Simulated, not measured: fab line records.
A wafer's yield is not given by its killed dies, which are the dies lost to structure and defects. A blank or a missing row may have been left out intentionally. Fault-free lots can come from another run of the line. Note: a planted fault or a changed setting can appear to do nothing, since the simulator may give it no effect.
Chamber matching -- flow n5_finfet -- 4 sister chambers for N5_BEOL_M8_ETCH_65 on rie_diel-05
The step etches SiARC in CF4, target depth 15.6 nm, time 26 s. 4 wafers are shown with their chamber, then 10 later ones without.

## WAFERS WITH THEIR CHAMBER
wafer,chamber,showerhead_plenum_p_Torr (Torr)
L081.2,3,2.16
L089.2,0,2.08
L089.5,1,2.21
L091.5,2,2.17

## WAFERS WHOSE CHAMBER IS MISSING
wafer,showerhead_plenum_p_Torr (Torr)
L091.6,2.15
L093.2,2.07
L093.4,2.17
L093.6,2.17
L094.2,2.21
L094.3,2.17
L094.5,2.07
L097.2,2.16
L097.5,2.14
L097.6,2.16

## THE CHAMBER EACH PASSED THROUGH
wafer,from the rows above,in truth
L091.6,can't be placed: 3 or 2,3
L093.2,0,0
L093.4,can't be placed: 2 or 3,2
L093.6,can't be placed: 2 or 3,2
L094.2,1,1
L094.3,can't be placed: 2 or 3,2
L094.5,0,0
L097.2,can't be placed: 3 or 2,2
L097.5,can't be placed: 3 or 2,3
L097.6,can't be placed: 3 or 2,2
Placed correctly: 3 of 10. Can't be placed from these rows: 7 (the true chamber is among the candidates in 7). 0 placed wrongly.
How it was worked out, from the rows above alone: a wafer's distance from a chamber is the root of the sum, over the readings, of the square of ((its reading less the chamber's mean) divided by the reading's scatter). If the next closest chamber is less than 2 further off than the closest, the wafer can't be placed; otherwise it belongs to the closest. The mean given for a chamber averages the wafers shown for that chamber. The scatter: root of mean squared gap, hidden wafer to nearest shown wafer, with one shown wafer a chamber.
